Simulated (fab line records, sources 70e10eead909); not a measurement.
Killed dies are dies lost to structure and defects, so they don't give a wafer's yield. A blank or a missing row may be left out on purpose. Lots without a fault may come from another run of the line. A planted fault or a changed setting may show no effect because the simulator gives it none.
Chamber matching | flow nand_harc | NHARC_P_M2_DEP_33 on pecvd-01: 3 sister chambers
The step deposits SiCN, target thk 30 nm. 6 wafers are shown with their chamber, then 12 later ones without.

WAFERS WITH THEIR CHAMBER
wafer  | chamber | showerhead_vpp_V (V) | heater_power_w (W)
L089.1 | 0       | 1405                 | 468
L089.3 | 2       | 1188                 | 540
L089.6 | 0       | 1391                 | 467
L091.1 | 2       | 1192                 | 567
L091.3 | 1       | 1351                 | 634
L091.5 | 1       | 1363                 | 615

WAFERS WITHOUT THEIR CHAMBER
wafer  | showerhead_vpp_V (V) | heater_power_w (W)
L090.4 | 1417                 | 439
L090.5 | 1344                 | 662
L090.6 | 1211                 | 548
L093.1 | 1189                 | 572
L093.2 | 1347                 | 687
L093.6 | 1383                 | 519
L094.3 | 1388                 | 472
L094.4 | 1414                 | 480
L094.6 | 1350                 | 587
L096.2 | 1344                 | 704
L096.3 | 1400                 | 478
L096.4 | 1394                 | 490

WHICH CHAMBER EACH WENT THROUGH
wafer  | from the rows above | in truth
L090.4 | 0                   | 0
L090.5 | 1                   | 1
L090.6 | 2                   | 2
L093.1 | 2                   | 2
L093.2 | 1                   | 1
L093.6 | 0                   | 0
L094.3 | 0                   | 0
L094.4 | 0                   | 0
L094.6 | 1                   | 1
L096.2 | 1                   | 1
L096.3 | 0                   | 0
L096.4 | 0                   | 0
Placed correctly: 12 of 12. Can't be placed from these rows: 0. Placed wrongly: 0.
How it was worked out, from the rows above alone: a wafer's distance from a chamber is the root of the sum, over the readings, of the square of ((its reading less the chamber's mean) divided by the reading's scatter). The wafer belongs to the nearest chamber; if the next one is less than 2 further off, it can't be placed. A chamber's mean is the mean of its shown wafers. The scatter: the root of (the sum of the squares of (reading less its chamber's mean) over the shown wafers, divided by (wafers less chambers)).
